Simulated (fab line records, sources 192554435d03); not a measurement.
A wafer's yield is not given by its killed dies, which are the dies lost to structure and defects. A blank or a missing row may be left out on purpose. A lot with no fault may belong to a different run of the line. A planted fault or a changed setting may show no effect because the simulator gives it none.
Which of the tools did it? ; flow n5 finfet ; 30 wafers from 10 lots sampled at 6 of the route's 1938 steps

## WHAT THE GAUGES READ, wafer by wafer
N5_BEOL_M3_OCD_MEAS_38. Usual: trench depth nm at 55.5 nm, with a standard deviation of 0.85.
lot;measured;on;trench depth nm (nm);flag
L247;day 7 09:43;ocd-02;55.2 56.1 56.3;
L249;day 7 16:32;ocd-02;56.2 55.1 54.2;
L248;day 7 17:16;ocd-02;56.2 56.8 56.7;
L254;day 8 23:30;ocd-01;55.4 57.0 57.2;
L257;day 9 20:35;ocd-01;- - -;OFF
L258;day 10 06:14;ocd-02;- - -;OFF
L264;day 11 09:17;ocd-01;56.2 55.4 55.8;
L265;day 12 02:38;ocd-02;55.7 56.2 55.8;
L266;day 12 03:07;ocd-01;55.6 56.4 55.1;
L269;day 12 19:31;ocd-02;54.9 56.5 55.9;

N5_BEOL_M4_RC_MEAS_101. Usual: DIBL_N 36.4 mV/V, standard deviation 1.5; DIBL_P 36.6 mV/V, standard deviation 1.9; IOFF_N 0.155 nA/um, standard deviation 0.021; IOFF_P 0.211 nA/um, standard deviation 0.028; ION_N 671 uA/um, standard deviation 8.6; ION_P 462 uA/um, standard deviation 5.8; SS_N 71.5 mV/dec, standard deviation 0.5; SS_P 73.4 mV/dec, standard deviation 0.58; VT_N 250.1 mV, standard deviation 2.4; VT_P -250.1 mV, standard deviation 3.
lot;measured;on;DIBL_N (mV/V);DIBL_P (mV/V);IOFF_N (nA/um);IOFF_P (nA/um);ION_N (uA/um);ION_P (uA/um);SS_N (mV/dec);SS_P (mV/dec);VT_N (mV);VT_P (mV);flag
L247;day 7 23:52;prober-02;35.7 35.3 35.8;35.0 35.4 34.5;0.134 0.138 0.142;0.193 0.200 0.189;674 667 685;457 464 461;71.2 71.4 71.5;72.5 72.0 72.8;250.6 248.9 250.2;-250.8 -251.9 -252.8;
L249;day 8 10:45;prober-01;36.4 36.8 36.8;37.3 37.6 38.0;0.155 0.159 0.158;0.241 0.256 0.251;671 664 675;472 466 469;71.1 70.7 71.4;73.9 73.5 74.1;248.2 248.4 250.2;-247.0 -247.3 -246.1;
L248;day 8 08:29;prober-01;35.7 36.7 35.8;35.7 36.6 35.5;0.152 0.157 0.149;0.207 0.215 0.198;677 676 664;464 468 460;71.3 71.8 71.7;73.3 73.8 74.5;249.9 249.4 251.1;-250.3 -251.7 -249.5;
L254;day 9 16:14;prober-01;37.1 36.5 36.7;38.8 37.6 38.3;0.171 0.168 0.163;0.237 0.222 0.237;675 674 675;466 463 464;72.0 71.3 71.5;73.4 73.5 73.5;248.3 247.9 249.0;-246.5 -247.4 -246.5;
L264;day 12 04:40;prober-01;37.4 37.3 37.6;37.4 37.3 37.9;0.165 0.157 0.167;0.216 0.215 0.225;673 661 669;456 459 466;72.4 72.3 71.7;73.7 73.1 73.4;249.8 250.2 250.1;-250.1 -250.8 -247.8;
L265;day 12 13:58;prober-02;36.0 34.9 35.9;38.0 37.0 38.0;0.171 0.152 0.169;0.222 0.204 0.232;670 670 677;463 466 467;71.5 71.0 71.0;73.3 72.7 73.0;250.0 250.4 249.7;-248.7 -249.4 -247.9;
L266;day 12 16:26;prober-01;36.9 37.9 37.3;37.3 38.5 37.8;0.160 0.186 0.171;0.221 0.218 0.209;665 686 677;459 461 460;71.8 71.9 71.3;73.4 73.7 73.5;252.5 247.3 247.6;-247.9 -250.5 -250.5;
L269;day 13 09:25;prober-01;32.6 34.9 34.2;33.7 35.5 34.8;0.128 0.152 0.143;0.168 0.209 0.188;670 677 679;469 471 467;71.4 71.3 71.7;72.8 73.7 73.1;252.5 249.9 251.6;-250.6 -246.6 -253.1;

## TOOL THAT RAN EACH LOT (tool first, then ch and the chambers of the sampled wafers, then the start)
lot;N5_BEOL_M2_ANNEAL_80;N5_BEOL_M2_SPUTTER_94;N5_BEOL_M3_ILD_DEP_00;N5_BEOL_M3_PECVD_72
L247;pvd sputter-02, day 6 21:05;pvd sputter-02, day 6 22:19;pecvd-04 ch 0,1,2, day 6 23:40;pecvd-01 ch 0,1,2, day 6 23:46
L249;pvd sputter-03, day 7 04:11;pvd sputter-03, day 7 05:25;pecvd-04 ch 0,1,2, day 7 06:45;pecvd-01 ch 0,1,2, day 7 06:52
L248;pvd sputter-03, day 7 06:01;pvd sputter-03, day 7 07:16;pecvd-01 ch 0,2, day 7 08:37;pecvd-04 ch 0,2, day 7 08:43
L254;pvd sputter-02, day 8 11:10;pvd sputter-02, day 8 12:25;pecvd-03 ch 1,2, day 8 13:49;pecvd-01 ch 1,2, day 8 13:56
L257;pvd sputter-02, day 9 09:46;pvd sputter-02, day 9 11:00;pecvd-04 ch 1,2, day 9 12:28;pecvd-03 ch 0,2, day 9 12:35
L258;pvd sputter-01, day 9 19:35;pvd sputter-01, day 9 20:49;pecvd-01 ch 0,2, day 9 22:10;pecvd-01 ch 0,1, day 9 22:16
L264;pvd sputter-01, day 10 21:34;pvd sputter-01, day 10 22:48;pecvd-04 ch 0,1, day 11 00:08;pecvd-01 ch 0,2, day 11 00:14
L265;pvd sputter-01, day 11 13:07;pvd sputter-01, day 11 14:21;pecvd-01 ch 0,1,2, day 11 15:41;pecvd-03 ch 0,1,2, day 11 15:47
L266;pvd sputter-01, day 11 18:17;pvd sputter-01, day 11 19:32;pecvd-04 ch 0,1,2, day 11 20:52;pecvd-01 ch 1,2, day 11 20:58
L269;pvd sputter-02, day 12 07:19;pvd sputter-02, day 12 08:34;pecvd-01 ch 1,2, day 12 09:55;pecvd-04 ch 0,1,2, day 12 10:01
- N5_BEOL_M2_ANNEAL_80: time 240 s.
- N5_BEOL_M2_SPUTTER_94: material Cu, target thk 4.5 nm, time 8.29 s.
- N5_BEOL_M3_ILD_DEP_00: deposits SiOC from DEMS/O2, target thk 79 nm, time 15.3 s.
- N5_BEOL_M3_PECVD_72: deposits SiO2 from TEOS/O2, target thk 16 nm, time 18 s.

## AS READ BY THE TOOLS THEMSELVES (means over the sampled wafers that have a number; for cases with no such wafer, the mark the record gives instead)
N5_BEOL_M2_ANNEAL_80. Usual: heater power w 867 W, standard deviation 120; susceptor_temp_C_max 401.0, standard deviation 0.38.
lot;tool;heater power w (W);susceptor_temp_C_max;flag
L247;pvd sputter-02;894;400.9;
L249;pvd sputter-03;923;400.6;
L248;pvd sputter-03;947;400.9;
L254;pvd sputter-02;861;401.1;
L257;pvd sputter-02;855;401.2;
L258;pvd sputter-01;821;401.2;
L264;pvd sputter-01;809;400.8;
L265;pvd sputter-01;875;401.2;
L266;pvd sputter-01;810;401.3;
L269;pvd sputter-02;839;401.4;

N5_BEOL_M2_SPUTTER_94. Usual: substrate temp c -20.01 C, standard deviation 0.13; throttle valve pct 29.9 %, standard deviation 1.
lot;tool;substrate temp c (C);throttle valve pct (%);flag
L247;pvd sputter-02;-19.96;30.4;
L249;pvd sputter-03;-19.97;28.8;
L248;pvd sputter-03;-19.96;29.8;
L254;pvd sputter-02;-20.06;30.1;
L257;pvd sputter-02;-19.92;28.9;
L258;pvd sputter-01;-19.99;30.4;
L264;pvd sputter-01;-19.98;30.1;
L265;pvd sputter-01;-20.00;30.5;
L266;pvd sputter-01;-20.10;30.0;
L269;pvd sputter-02;-20.04;28.9;

N5_BEOL_M3_ILD_DEP_00. Usual: chamber pressure Torr 5.001 Torr, standard deviation 0.011; heater power outer w 260 W, standard deviation 54; heater power w 500 W, standard deviation 97; showerhead plenum p Torr 5.702 Torr, standard deviation 0.011; throttle valve pct 11.7 %, standard deviation 0.54.
lot;tool;chamber pressure Torr (Torr);heater power outer w (W);heater power w (W);showerhead plenum p Torr (Torr);throttle valve pct (%);flag
L247;pecvd-04;5.021;251;475;5.703;11.6;
L249;pecvd-04;5.005;228;458;5.699;11.6;
L248;pecvd-01;5.001;220;454;5.701;11.6;
L254;pecvd-03;5.001;298;585;5.693;12.1;
L257;pecvd-04;-;-;-;-;-;OFF
L258;pecvd-01;-;-;-;-;-;OFF
L264;pecvd-04;4.995;263;505;5.709;11.6;
L265;pecvd-01;4.987;240;469;5.699;11.8;
L266;pecvd-04;4.988;272;507;5.706;11.6;
L269;pecvd-01;5.006;237;473;5.704;11.7;

N5_BEOL_M3_PECVD_72. Usual: heater power w 733 W, standard deviation 120; showerhead plenum p Torr 8.82 Torr, standard deviation 0.035; throttle valve pct 21.8 %, standard deviation 0.92.
lot;tool;heater power w (W);showerhead plenum p Torr (Torr);throttle valve pct (%);flag
L247;pecvd-01;663;8.84;21.7;
L249;pecvd-01;690;8.83;21.7;
L248;pecvd-04;560;8.79;21.0;
L254;pecvd-01;738;8.83;21.8;
L257;pecvd-03;823;8.79;20.8;
L258;pecvd-01;685;8.82;21.7;
L264;pecvd-01;646;8.84;21.7;
L265;pecvd-03;846;8.79;21.8;
L266;pecvd-01;741;8.85;22.0;
L269;pecvd-04;694;8.81;22.0;

## THE ANSWER, worked out from the rows above alone
Rule: a lot counts as off when the mean over its wafers that have a number is more than 3 standard deviations away from the usual mean. Also off: a lot with no number at a reading for which 4 or more lots have one. All remaining lots with rows at the step are treated as sound. Order of review: gauges by route order, followed by the tools' own readings, for which a lot's mean as printed above is used. The first step at which some lot is off is used, and at that step the reading that is off furthest; a lot without a number counts as furthest.
Off at N5_BEOL_M3_OCD_MEAS_38 (trench depth nm): L257, L258. Without a number there: L257, L258.
A tool fits if, at a process step before that reading, it ran every lot that is off, and no sound lot after the first of them. Not tried: the gauges at N5_BEOL_M3_OCD_MEAS_38; whatever is off there is also off at N5_BEOL_M3_ILD_DEP_00, on other tools, and gauge error can't account for it. Of those tried, none fits.

## WHAT THE SIMULATOR HAD PUT IN
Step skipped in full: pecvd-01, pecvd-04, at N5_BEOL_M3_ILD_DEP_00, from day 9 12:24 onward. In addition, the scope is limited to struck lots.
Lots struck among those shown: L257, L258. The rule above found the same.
